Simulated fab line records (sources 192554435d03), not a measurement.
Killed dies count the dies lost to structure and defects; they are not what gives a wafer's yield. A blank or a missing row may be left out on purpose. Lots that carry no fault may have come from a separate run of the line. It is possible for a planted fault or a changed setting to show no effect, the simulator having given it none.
Chamber matching || flow n5 finfet || N5_BEOL_M0_SAQP_STRIP_86 on rie diel-05: 4 sister chambers
The step strips in N2/H2. 4 wafers are shown with their chamber, then 8 later ones without.

WAFERS PAIRED WITH THEIR CHAMBERS
{"wafer": "L080.1", "chamber": 2, "showerhead plenum p Torr (Torr)": 3.45}
{"wafer": "L080.6", "chamber": 3, "showerhead plenum p Torr (Torr)": 3.23}
{"wafer": "L083.5", "chamber": 1, "showerhead plenum p Torr (Torr)": 3.11}
{"wafer": "L089.1", "chamber": 0, "showerhead plenum p Torr (Torr)": 3.18}

WAFERS WITHOUT THEIR CHAMBER
{"wafer": "L089.2", "showerhead plenum p Torr (Torr)": 3.22}
{"wafer": "L089.6", "showerhead plenum p Torr (Torr)": 3.18}
{"wafer": "L091.2", "showerhead plenum p Torr (Torr)": 3.44}
{"wafer": "L091.4", "showerhead plenum p Torr (Torr)": 3.22}
{"wafer": "L091.5", "showerhead plenum p Torr (Torr)": 3.18}
{"wafer": "L092.2", "showerhead plenum p Torr (Torr)": 3.18}
{"wafer": "L092.4", "showerhead plenum p Torr (Torr)": 3.18}
{"wafer": "L092.5", "showerhead plenum p Torr (Torr)": 3.44}

EACH ONE'S CHAMBER
{"wafer": "L089.2", "from the rows above": 3, "in truth": 3}
{"wafer": "L089.6", "from the rows above": 0, "in truth": 0}
{"wafer": "L091.2", "from the rows above": 2, "in truth": 2}
{"wafer": "L091.4", "from the rows above": 3, "in truth": 3}
{"wafer": "L091.5", "from the rows above": 0, "in truth": 0}
{"wafer": "L092.2", "from the rows above": 0, "in truth": 0}
{"wafer": "L092.4", "from the rows above": 0, "in truth": 0}
{"wafer": "L092.5", "from the rows above": 2, "in truth": 2}
Correct placement for 8 of the 8. Left unplaced by these rows: 0. Wrongly placed: 0.
How it was worked out, from the rows above alone: a wafer's distance from a chamber is the root of the sum, over the readings, of the square of ((its reading less the chamber's mean) divided by the reading's scatter). The wafer belongs to the nearest chamber; if the next one is less than 2 further off, it can't be placed. A chamber's mean is the mean of its shown wafers. The scatter: with one shown wafer a chamber, the root of the mean of the squares of how far each hidden wafer lies from its nearest shown one.
